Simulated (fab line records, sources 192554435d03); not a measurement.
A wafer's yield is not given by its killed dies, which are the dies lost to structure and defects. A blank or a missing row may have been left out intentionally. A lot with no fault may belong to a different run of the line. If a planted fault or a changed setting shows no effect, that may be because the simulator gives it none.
Split-lot experiment || flow n5Finfet || on a route of 1938 steps: 7 lots, 21 wafers read

== THE SPLIT ==
At N5_BEOL_M5_TRENCH_ETCH_37 (etches SiCOH lowk in C4F6/O2, target depth 71.652 nm, time 24.7 s), the setting biasW was moved away from the recipe's 185 W on 7 of the 21 wafers read, by -16.2% to +9.3%. For the rest of the wafers, this setting stayed at what the recipe calls for.

The reading is taken at the split's own step.

== THE READING ==
rfVppV, in V, at N5_BEOL_M5_TRENCH_ETCH_37 (etches SiCOH lowk in C4F6/O2, target depth 71.652 nm, time 24.7 s). On this fab line, fault-free wafers typically give 663 V with a standard deviation of 9.2 V.

{"wafer": "L074.1", "tool, chamber at the split": "rieDiel-03, 0", "biasW as run, W": 195.9, "against the recipe": "+5.9%", "rfVppV, V": 705, "against lot-mates on the recipe": "+47"}
{"wafer": "L074.4", "tool, chamber at the split": "rieDiel-03, 1", "biasW as run, W": 185, "against the recipe": "recipe", "rfVppV, V": 658, "against lot-mates on the recipe": "-"}
{"wafer": "L074.6", "tool, chamber at the split": "rieDiel-03, 2", "biasW as run, W": 195.9, "against the recipe": "+5.9%", "rfVppV, V": 695, "against lot-mates on the recipe": "+37"}
{"wafer": "L078.1", "tool, chamber at the split": "rieDiel-06, 2", "biasW as run, W": 202.2, "against the recipe": "+9.3%", "rfVppV, V": 707, "against lot-mates on the recipe": "+56"}
{"wafer": "L078.2", "tool, chamber at the split": "rieDiel-06, 3", "biasW as run, W": 185, "against the recipe": "recipe", "rfVppV, V": 651, "against lot-mates on the recipe": "-"}
{"wafer": "L078.5", "tool, chamber at the split": "rieDiel-06, 1", "biasW as run, W": 185, "against the recipe": "recipe", "rfVppV, V": 650, "against lot-mates on the recipe": "-"}
{"wafer": "L081.1", "tool, chamber at the split": "rieDiel-03, 2", "biasW as run, W": 185, "against the recipe": "recipe", "rfVppV, V": 663, "against lot-mates on the recipe": "-"}
{"wafer": "L081.4", "tool, chamber at the split": "rieDiel-03, 1", "biasW as run, W": 185, "against the recipe": "recipe", "rfVppV, V": 658, "against lot-mates on the recipe": "-"}
{"wafer": "L081.6", "tool, chamber at the split": "rieDiel-03, 2", "biasW as run, W": 168.2, "against the recipe": "-9.1%", "rfVppV, V": 615, "against lot-mates on the recipe": -46}
{"wafer": "L084.2", "tool, chamber at the split": "rieDiel-03, 2", "biasW as run, W": 185, "against the recipe": "recipe", "rfVppV, V": 664, "against lot-mates on the recipe": "-"}
{"wafer": "L084.3", "tool, chamber at the split": "rieDiel-03, 3", "biasW as run, W": 185, "against the recipe": "recipe", "rfVppV, V": 669, "against lot-mates on the recipe": "-"}
{"wafer": "L084.6", "tool, chamber at the split": "rieDiel-03, 2", "biasW as run, W": 185, "against the recipe": "recipe", "rfVppV, V": 663, "against lot-mates on the recipe": "-"}
{"wafer": "L083.1", "tool, chamber at the split": "rieDiel-06, 1", "biasW as run, W": 185, "against the recipe": "recipe", "rfVppV, V": 651, "against lot-mates on the recipe": "-"}
{"wafer": "L083.2", "tool, chamber at the split": "rieDiel-06, 2", "biasW as run, W": 170.1, "against the recipe": "-8.1%", "rfVppV, V": 617, "against lot-mates on the recipe": -45}
{"wafer": "L083.4", "tool, chamber at the split": "rieDiel-06, 0", "biasW as run, W": 185, "against the recipe": "recipe", "rfVppV, V": 673, "against lot-mates on the recipe": "-"}
{"wafer": "L093.3", "tool, chamber at the split": "rieDiel-04, 1", "biasW as run, W": 155.1, "against the recipe": "-16.2%", "rfVppV, V": 576, "against lot-mates on the recipe": -86}
{"wafer": "L093.4", "tool, chamber at the split": "rieDiel-04, 3", "biasW as run, W": 185, "against the recipe": "recipe", "rfVppV, V": 662, "against lot-mates on the recipe": "-"}
{"wafer": "L093.6", "tool, chamber at the split": "rieDiel-04, 2", "biasW as run, W": 155.1, "against the recipe": "-16.2%", "rfVppV, V": 582, "against lot-mates on the recipe": -80}
{"wafer": "L094.1", "tool, chamber at the split": "rieDiel-06, 3", "biasW as run, W": 185, "against the recipe": "recipe", "rfVppV, V": 648, "against lot-mates on the recipe": "-"}
{"wafer": "L094.5", "tool, chamber at the split": "rieDiel-06, 0", "biasW as run, W": 185, "against the recipe": "recipe", "rfVppV, V": 671, "against lot-mates on the recipe": "-"}
{"wafer": "L094.6", "tool, chamber at the split": "rieDiel-06, 1", "biasW as run, W": 185, "against the recipe": "recipe", "rfVppV, V": 650, "against lot-mates on the recipe": "-"}

THE FIT
A straight line over all 21 wafers: rfVppV changes by +5.21 V for each +1% of biasW; r = +0.97; the points scatter about the line by 7.9 V.
The same after taking each lot's own level away (the mean of its wafers on the recipe; 21 wafers): +5.49 V for each +1%; r = +0.98; scatter 6.9 V.
Per that fit: largest biasW move, reading shift of 89 V.
From 650.5 to 665.3 V: that is the span of the lots' own levels, equal to 1.6 times the standard deviation above.
The two slopes are in agreement: the lot-to-lot level therefore moves the slope only a little.
Check: -87.2 V against its lot-mates is what the line predicts for one of the wafers moved furthest among these (-16.2%) when that wafer is left out of the fit. Against them it came out at -86 V.
Tool readings at the split's step, against how far the setting was moved: rfVppV r = +0.97.

== ADDITIONAL SPLITS CARRIED BY THESE WAFERS ==
Before the reading, these wafers also passed through other splits. Each is held against what the fit with the lots' levels taken away leaves over:
{"other split on the same wafers": "N5_BEOL_M2_DESCUM_33 timeS", "wafers away from the commonest value": 4, "r with rfVppV (lot level and that fit taken away)": -0.11}
{"other split on the same wafers": "N5_BEOL_M3_COAT_68 spinRpm", "wafers away from the commonest value": 6, "r with rfVppV (lot level and that fit taken away)": -0.12}
{"other split on the same wafers": "N5_BEOL_M3_COAT_22 spinRpm", "wafers away from the commonest value": 6, "r with rfVppV (lot level and that fit taken away)": -0.13}
{"other split on the same wafers": "N5_BEOL_M4_DESCUM_16 timeS", "wafers away from the commonest value": 7, "r with rfVppV (lot level and that fit taken away)": -0.31}
{"other split on the same wafers": "N5_BEOL_M4_COAT_67 spinRpm", "wafers away from the commonest value": 8, "r with rfVppV (lot level and that fit taken away)": -0.20}
{"other split on the same wafers": "N5_BEOL_M5_ETCH_68 biasW", "wafers away from the commonest value": 9, "r with rfVppV (lot level and that fit taken away)": "+0.37"}

== THE FILE'S OWN FIT ==
rfVppV changes by +5.47 V for each +1% of biasW, r = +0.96.
